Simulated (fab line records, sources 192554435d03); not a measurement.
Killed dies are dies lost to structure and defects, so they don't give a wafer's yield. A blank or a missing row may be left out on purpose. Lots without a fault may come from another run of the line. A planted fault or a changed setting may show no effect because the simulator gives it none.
Which tool did it? | flow n5_finfet | 13 lots, 33 wafers sampled, at 1 step of a route of 1938

WHAT THE GAUGES READ, wafer by wafer
N5_BEOL_M2_CD_MEAS_18: pitch 36 nm, target cd 18 nm.
lot  | measured     | on        | cd_nm (nm)
L373 | day 7 07:41  | cd_sem-03 | 17.7 17.9
L372 | day 7 08:17  | cd_sem-01 | 18.3 18.0 19.2
L374 | day 7 21:53  | cd_sem-01 | 17.8 18.3 17.6
L376 | day 8 06:56  | cd_sem-01 | 17.5 17.0
L379 | day 8 17:56  | cd_sem-03 | 18.1 17.2
L378 | day 8 22:08  | cd_sem-03 | 18.3 18.3
L380 | day 9 02:59  | cd_sem-02 | 18.1 18.1 18.3
L381 | day 9 12:40  | cd_sem-02 | 18.2 18.4
L384 | day 10 06:18 | cd_sem-02 | 17.7 18.1 17.6
L386 | day 10 20:57 | cd_sem-02 | 17.5 17.9
L387 | day 11 02:40 | cd_sem-01 | 18.6 18.1 18.3
L389 | day 11 16:56 | cd_sem-01 | 17.9 17.3 17.0
L391 | day 11 21:58 | cd_sem-01 | 17.7 17.5 17.3

WHICH TOOL RAN EACH LOT (tool, then ch and the chambers of the sampled wafers, then the start)
The record holds no process step before these readings.

WHAT THE TOOLS THEMSELVES READ (means of the sampled wafers that have a number; where no wafer has one, the mark that the record gives instead)
The record holds no such reading with a usual standard deviation.

THE ANSWER, worked out from the rows above alone
Rule: what is usual is taken from the lots themselves. Put in order of their means at a reading, lots are off if they are a third of the lots or fewer, leave a main group of 4 or more, and stand apart from it by a gap of 3 or more times the standard deviation of the main group's means; of several such gaps the widest counts. A main group whose means are all the same, to the digits that the tables above print for the reading, isn't used. A lot without any number at a reading at which 4 lots or more have one is off too. The other lots that the step has rows for count as sound. The gauges are gone through in route order, then the tools' own readings, and for those a lot's mean is taken as printed above. The first step at which some lot is off is used, and at that step the reading that is off furthest; a lot without a number counts as furthest.
No lot is off at any reading shown: from this, nothing can be told.

WHAT THE SIMULATOR HAD PUT IN
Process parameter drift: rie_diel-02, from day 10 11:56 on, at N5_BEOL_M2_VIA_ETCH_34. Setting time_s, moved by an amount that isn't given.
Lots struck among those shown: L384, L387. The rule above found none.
